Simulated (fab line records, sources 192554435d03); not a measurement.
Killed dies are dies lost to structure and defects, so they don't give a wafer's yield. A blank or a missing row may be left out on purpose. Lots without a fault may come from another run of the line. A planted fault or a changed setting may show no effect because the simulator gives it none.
Split-lot experiment | flow n5_finfet | 7 lots, 39 wafers read, on a route of 1938 steps

THE SPLIT
At N5_DUMMY_GATE_ETCH_32 (etches SiO2 in CF4, target depth 3.5 nm, time 3.9 s), the setting time_s was moved away from the recipe's 3.9 s on 15 of the 39 wafers read, by -20.1% to +23.5%. The other wafers ran this setting at the recipe's value.

The reading is taken at the split's own step.

THE READING
etch.depth_nm (the simulator's own value, which no gauge read), in nm, at N5_DUMMY_GATE_ETCH_32 (etches SiO2 in CF4, target depth 3.5 nm, time 3.9 s). The file gives no usual value for it. The 24 wafers here that ran the recipe average 3.524 nm, standard deviation 0.071 nm.

wafer  | tool, chamber at the split | time_s as run, s | against the recipe | etch.depth_nm, nm | against lot-mates on the recipe
L075.2 | rie_si-01, 1               | 3.9              | recipe             | 3.563             | -
L075.4 | rie_si-01, 3               | 3.9              | recipe             | 3.431             | -
L075.5 | rie_si-01, 1               | 3.9              | recipe             | 3.598             | -
L076.1 | rie_si-01, 2               | 3.9              | recipe             | 3.565             | -
L076.2 | rie_si-01, 1               | 3.217            | -17.5%             | 2.975             | -0.605
L076.3 | rie_si-01, 0               | 3.9              | recipe             | 3.604             | -
L076.4 | rie_si-01, 3               | 3.217            | -17.5%             | 2.842             | -0.738
L076.5 | rie_si-01, 1               | 3.9              | recipe             | 3.57              | -
L076.6 | rie_si-01, 2               | 3.217            | -17.5%             | 2.93              | -0.650
L077.1 | rie_si-06, 2               | 4.817            | +23.5%             | 4.512             | +1.068
L077.2 | rie_si-06, 1               | 4.817            | +23.5%             | 4.347             | +0.903
L077.3 | rie_si-06, 3               | 3.9              | recipe             | 3.475             | -
L077.4 | rie_si-06, 0               | 3.9              | recipe             | 3.421             | -
L077.5 | rie_si-06, 3               | 4.817            | +23.5%             | 4.303             | +0.859
L077.6 | rie_si-06, 0               | 3.9              | recipe             | 3.437             | -
L084.1 | rie_si-01, 0               | 3.9              | recipe             | 3.572             | -
L084.2 | rie_si-01, 3               | 4.212            | +8.0%              | 3.784             | +0.209
L084.3 | rie_si-01, 1               | 3.9              | recipe             | 3.594             | -
L084.4 | rie_si-01, 2               | 3.9              | recipe             | 3.558             | -
L084.5 | rie_si-01, 1               | 4.212            | +8.0%              | 3.871             | +0.296
L084.6 | rie_si-01, 2               | 4.212            | +8.0%              | 3.838             | +0.263
L085.1 | rie_si-06, 2               | 3.9              | recipe             | 3.641             | -
L085.2 | rie_si-06, 1               | 3.9              | recipe             | 3.517             | -
L085.3 | rie_si-06, 0               | 3.9              | recipe             | 3.435             | -
L085.4 | rie_si-06, 3               | 3.9              | recipe             | 3.531             | -
L085.5 | rie_si-06, 2               | 3.9              | recipe             | 3.627             | -
L085.6 | rie_si-06, 1               | 3.9              | recipe             | 3.527             | -
L090.1 | rie_si-01, 0               | 3.118            | -20.1%             | 2.86              | -0.671
L090.2 | rie_si-01, 2               | 3.118            | -20.1%             | 2.793             | -0.738
L090.3 | rie_si-01, 1               | 3.9              | recipe             | 3.555             | -
L090.4 | rie_si-01, 3               | 3.9              | recipe             | 3.453             | -
L090.5 | rie_si-01, 1               | 3.9              | recipe             | 3.586             | -
L090.6 | rie_si-01, 2               | 3.118            | -20.1%             | 2.808             | -0.723
L095.1 | rie_si-03, 0               | 4.153            | +6.5%              | 3.633             | +0.191
L095.2 | rie_si-03, 3               | 3.9              | recipe             | 3.431             | -
L095.3 | rie_si-03, 2               | 3.9              | recipe             | 3.489             | -
L095.4 | rie_si-03, 3               | 4.153            | +6.5%              | 3.648             | +0.206
L095.5 | rie_si-03, 0               | 3.9              | recipe             | 3.406             | -
L095.6 | rie_si-03, 2               | 4.153            | +6.5%              | 3.711             | +0.269

THE FIT
A straight line over all 39 wafers: etch.depth_nm changes by +0.0354 nm for each +1% of time_s; r = +0.98; the points scatter about the line by 0.072 nm.
The same after taking each lot's own level away (the mean of its wafers on the recipe; 39 wafers): +0.0377 nm for each +1%; r = +0.99; scatter 0.059 nm.
On that fit, the largest move of time_s shifts the reading by 0.89 nm.
The lots' own levels span 3.4420 to 3.5797 nm, that is 1.9 times the standard deviation above.
So the lot-to-lot level changes the slope little: the two slopes agree.
Check: with one of the wafers moved furthest among these (+23.5%) left out of the fit, the line predicts +0.854 nm for it against its lot-mates. It came out at +1.07 nm against them.

OTHER SPLITS ON THESE WAFERS
These wafers also went through other splits before the reading. Each is held against what the fit with the lots' levels taken away leaves over:
other split on the same wafers        | wafers away from the commonest value | r with etch.depth_nm (lot level and that fit taken away)
N5_PMOS_HMC_CHANNEL_EPI_EPI_20 temp_c | 12                                   | -0.09
N5_DUMMY_GATE_EXPOSE_12 dose_mj       | 18                                   | -0.15

THE FILE'S OWN FIT
etch.depth_nm changes by +0.0377 nm for each +1% of time_s, r = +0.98.
